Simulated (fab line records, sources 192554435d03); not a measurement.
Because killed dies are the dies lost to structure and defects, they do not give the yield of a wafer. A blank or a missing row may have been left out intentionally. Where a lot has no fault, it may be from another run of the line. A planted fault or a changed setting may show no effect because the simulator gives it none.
Chamber matching | flow n5Finfet | N5_BEOL_M11_CURE_72 on uvCure-01 has 3 sister chambers
The step cures SiCOH lowk, time 120 s. 18 wafers are shown with their chamber, then 9 later ones without.

## WAFERS PAIRED WITH THEIR CHAMBERS
wafer  | chamber | wafer_temp_C_max | lampPowerPct (%)
L077.1 | 2       | 373.4            | 52.27
L077.3 | 2       | 372.3            | 52.27
L077.5 | 2       | 372.9            | 52.32
L082.1 | 1       | 371.3            | 52.36
L082.4 | 1       | 372.1            | 52.34
L082.6 | 1       | 371.6            | 52.34
L085.3 | 2       | 372.3            | 52.32
L085.4 | 2       | 374.1            | 52.33
L085.6 | 2       | 373.1            | 52.35
L088.4 | 1       | 372.0            | 52.35
L088.5 | 1       | 371.2            | 52.24
L088.6 | 1       | 371.6            | 52.32
L089.1 | 1       | 371.8            | 52.28
L089.3 | 1       | 371.6            | 52.35
L089.4 | 1       | 372.1            | 52.35
L090.1 | 0       | 371.3            | 52.34
L090.2 | 0       | 371.3            | 52.29
L090.6 | 0       | 371.5            | 52.38

SIGNATURES, as means of the wafers listed above
reading          | chamber 0 | chamber 1 | chamber 2 | scatter within a chamber
wafer_temp_C_max | 371.367   | 371.700   | 373.017   | 0.466
lampPowerPct     | 52.3367   | 52.3256   | 52.3100   | 0.0385
Rule: a wafer lies at a distance from a chamber equal to the root of the sum of squares, over the readings, of (its reading less the chamber's mean, divided by the reading's scatter). If the next closest chamber is less than 2 further off than the closest, the wafer can't be placed; otherwise it belongs to the closest. The scatter: take each reading less its chamber's mean, square it, sum over the shown wafers, divide by the number of wafers less the number of chambers, and take the root.

## WAFERS WHOSE CHAMBER IS MISSING
wafer  | wafer_temp_C_max | lampPowerPct (%)
L092.2 | 371.0            | 52.36
L092.3 | 371.4            | 52.35
L092.6 | 371.1            | 52.27
L095.2 | 372.1            | 52.26
L095.3 | 372.3            | 52.36
L095.5 | 371.6            | 52.36
L096.2 | 371.0            | 52.21
L096.5 | 371.7            | 52.26
L096.6 | 370.8            | 52.32

## EACH ONE'S CHAMBER
wafer  | from the rows above          | in truth
L092.2 | can't be placed: 0 or 1      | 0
L092.3 | can't be placed: 0 or 1      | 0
L092.6 | can't be placed: 0 or 1      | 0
L095.2 | can't be placed: 1 or 2 or 0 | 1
L095.3 | can't be placed: 1 or 2 or 0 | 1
L095.5 | can't be placed: 0 or 1      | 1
L096.2 | can't be placed: 1 or 0 or 2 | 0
L096.5 | can't be placed: 1 or 0 or 2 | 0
L096.6 | can't be placed: 0 or 1      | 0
Placed correctly: 0 of 9. From these rows, 9 cannot be placed; in 9 the true chamber is one of the candidates. Number placed wrongly: 0.
